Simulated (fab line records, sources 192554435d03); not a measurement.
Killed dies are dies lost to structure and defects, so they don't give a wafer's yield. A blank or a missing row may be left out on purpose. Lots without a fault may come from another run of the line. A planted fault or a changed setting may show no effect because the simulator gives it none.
Which tool did it? | flow n5_finfet | 9 lots, 27 wafers sampled, at 3 steps of a route of 1938

WHAT THE GAUGES READ, wafer by wafer
N5_BEOL_M6_INSPECT_30: inspects for defects (brightfield).
lot  | measured     | on                | raw_defect_count
L129 | day 8 19:51  | defect_inspect-02 | 451 384 295
L131 | day 9 08:19  | defect_inspect-02 | 308 358 274
L132 | day 9 15:34  | defect_inspect-01 | 312 367 437
L138 | day 10 20:57 | defect_inspect-02 | 699 767 320
L147 | day 13 13:46 | defect_inspect-02 | 356 393 381
L148 | day 13 13:35 | defect_inspect-02 | 521 458 415
L150 | day 14 09:54 | defect_inspect-02 | 671 546 323
L149 | day 14 19:06 | defect_inspect-01 | 354 325 349
L151 | day 14 23:35 | defect_inspect-02 | 434 522 486

WHICH TOOL RAN EACH LOT (tool, then ch and the chambers of the sampled wafers, then the start)
lot  | N5_BEOL_M6_ETCH_62                 | N5_BEOL_M6_HM_OPEN_17
L129 | rie_diel-04 ch 0,1,3, day 8 18:44  | rie_metal-01 ch 0,1, day 8 18:56
L131 | rie_diel-03 ch 0,2,3, day 9 07:14  | rie_metal-02 ch 0,1, day 9 07:28
L132 | rie_diel-06 ch 0,1,3, day 9 14:35  | rie_metal-03 ch 0,1, day 9 14:48
L138 | rie_diel-03 ch 1,2,3, day 10 20:03 | rie_metal-03 ch 0,1, day 10 20:14
L147 | rie_diel-06 ch 1,2,3, day 13 11:59 | rie_metal-01 ch 0,1, day 13 12:12
L148 | rie_diel-04 ch 1,2, day 13 12:25   | rie_metal-03 ch 0,1, day 13 12:36
L150 | rie_diel-06 ch 0,2, day 14 04:58   | rie_metal-02 ch 0,1, day 14 05:09
L149 | rie_diel-06 ch 0,1,2, day 14 13:44 | rie_metal-02 ch 0,1, day 14 13:55
L151 | rie_diel-04 ch 0,1, day 14 22:36   | rie_metal-03 ch 0, day 14 22:47
- N5_BEOL_M6_ETCH_62: etches SOC in N2/H2, target depth 110 nm, overetch 22 nm, time 165 s.
- N5_BEOL_M6_HM_OPEN_17: chemistry Cl2/BCl3, target TiN, target depth 20 nm, overetch 6 nm.

THE ANSWER, worked out from the rows above alone
Rule: what is usual is taken from the lots themselves. Put in order of their means at a reading, lots are off if they are a third of the lots or fewer, leave a main group of 4 or more, and stand apart from it by a gap of 3 or more times the standard deviation of the main group's means; of several such gaps the widest counts. A main group whose means are all the same, to the digits that the tables above print for the reading, isn't used. A lot without any number at a reading at which 4 lots or more have one is off too. The other lots that the step has rows for count as sound.
No lot is off at any reading shown: from this, nothing can be told.

WHAT THE SIMULATOR HAD PUT IN
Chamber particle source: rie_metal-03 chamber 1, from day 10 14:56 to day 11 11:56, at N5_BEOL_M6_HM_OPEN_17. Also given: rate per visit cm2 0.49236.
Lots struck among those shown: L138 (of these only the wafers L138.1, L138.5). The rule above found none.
